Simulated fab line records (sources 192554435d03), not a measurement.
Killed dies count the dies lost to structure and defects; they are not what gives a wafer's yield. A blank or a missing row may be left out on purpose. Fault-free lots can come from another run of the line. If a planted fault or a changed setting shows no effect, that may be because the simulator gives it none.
Chamber matching + flow n5_finfet + 4 sister chambers for N5_FIN_SAQP_STRIP_77 on rie_diel-03
The step strips in N2/H2, time 90 s. 8 wafers are shown with their chamber, then 9 later ones without.

WAFERS WITH THEIR CHAMBER
| wafer  | chamber | showerhead_plenum_p_Torr (Torr) | throttle_valve_pct (%) |
|--------|---------|---------------------------------|------------------------|
| L075.3 | 3       | 3.45                            | 11.8                   |
| L078.5 | 0       | 3.50                            | 12.5                   |
| L083.2 | 3       | 3.44                            | 11.9                   |
| L083.4 | 1       | 3.19                            | 12.3                   |
| L083.5 | 2       | 3.26                            | 12.3                   |
| L089.2 | 2       | 3.25                            | 12.3                   |
| L089.4 | 0       | 3.48                            | 12.6                   |
| L089.6 | 1       | 3.18                            | 12.3                   |

WAFERS MISSING THEIR CHAMBER
| wafer  | showerhead_plenum_p_Torr (Torr) | throttle_valve_pct (%) |
|--------|---------------------------------|------------------------|
| L095.1 | 3.48                            | 12.6                   |
| L095.5 | 3.17                            | 12.4                   |
| L095.6 | 3.48                            | 12.6                   |
| L096.1 | 3.47                            | 12.6                   |
| L096.2 | 3.17                            | 12.4                   |
| L096.3 | 3.25                            | 12.3                   |
| L097.1 | 3.47                            | 12.6                   |
| L097.4 | 3.42                            | 12.0                   |
| L097.5 | 3.47                            | 12.6                   |

CHAMBER TAKEN BY EACH
| wafer  | from the rows above | in truth |
|--------|---------------------|----------|
| L095.1 | 0                   | 0        |
| L095.5 | 1                   | 1        |
| L095.6 | 0                   | 0        |
| L096.1 | 0                   | 0        |
| L096.2 | 1                   | 1        |
| L096.3 | 2                   | 2        |
| L097.1 | 0                   | 0        |
| L097.4 | 3                   | 3        |
| L097.5 | 0                   | 0        |
Placed correctly: 9 of 9. Not placeable from these rows: 0. 0 placed wrongly.
How it was worked out, from the rows above alone: a wafer's distance from a chamber is the root of the sum, over the readings, of the square of ((its reading less the chamber's mean) divided by the reading's scatter). The wafer belongs to the nearest chamber; if the next one is less than 2 further off, it can't be placed. A chamber's mean is the mean of its shown wafers. The scatter: take each reading less its chamber's mean, square it, sum over the shown wafers, divide by the number of wafers less the number of chambers, and take the root.
